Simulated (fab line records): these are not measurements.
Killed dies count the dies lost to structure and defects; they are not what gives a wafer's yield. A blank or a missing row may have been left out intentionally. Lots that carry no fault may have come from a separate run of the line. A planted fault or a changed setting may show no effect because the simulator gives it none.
Chamber matching -- flow n5 finfet -- pecvd-02 running N5_FIN_SAQP_PECVD_48: 3 sister chambers
The step deposits SiNx from SiH4/NH3/N2, target thk 25 nm, time 22.1 s. 3 wafers are shown with their chamber, then 9 later ones without.

## WAFERS WITH THEIR CHAMBER
wafer,chamber,showerhead plenum p Torr (Torr)
L085.4,2,5.12
L090.5,1,5.01
L090.6,0,5.19

## WAFERS WITH NO CHAMBER GIVEN
wafer,showerhead plenum p Torr (Torr)
L092.2,5.13
L092.4,5.19
L092.6,5.03
L093.2,5.18
L093.3,5.14
L093.4,5.19
L097.2,5.02
L097.3,5.13
L097.4,5.18

## WHICH CHAMBER EACH WENT THROUGH
wafer,from the rows above,in truth
L092.2,2,2
L092.4,0,0
L092.6,1,1
L093.2,0,0
L093.3,2,2
L093.4,0,0
L097.2,1,1
L097.3,2,2
L097.4,0,0
Correct placement for 9 of the 9. Can't be placed from these rows: 0. Placed wrongly: 0.
How it was worked out, from the rows above alone: a wafer's distance from a chamber is the root of the sum, over the readings, of the square of ((its reading less the chamber's mean) divided by the reading's scatter). The wafer belongs to the nearest chamber; if the next one is less than 2 further off, it can't be placed. For every chamber, the mean is computed from those of its wafers that are shown. The scatter: with one shown wafer a chamber, the root of the mean of the squares of how far each hidden wafer lies from its nearest shown one.
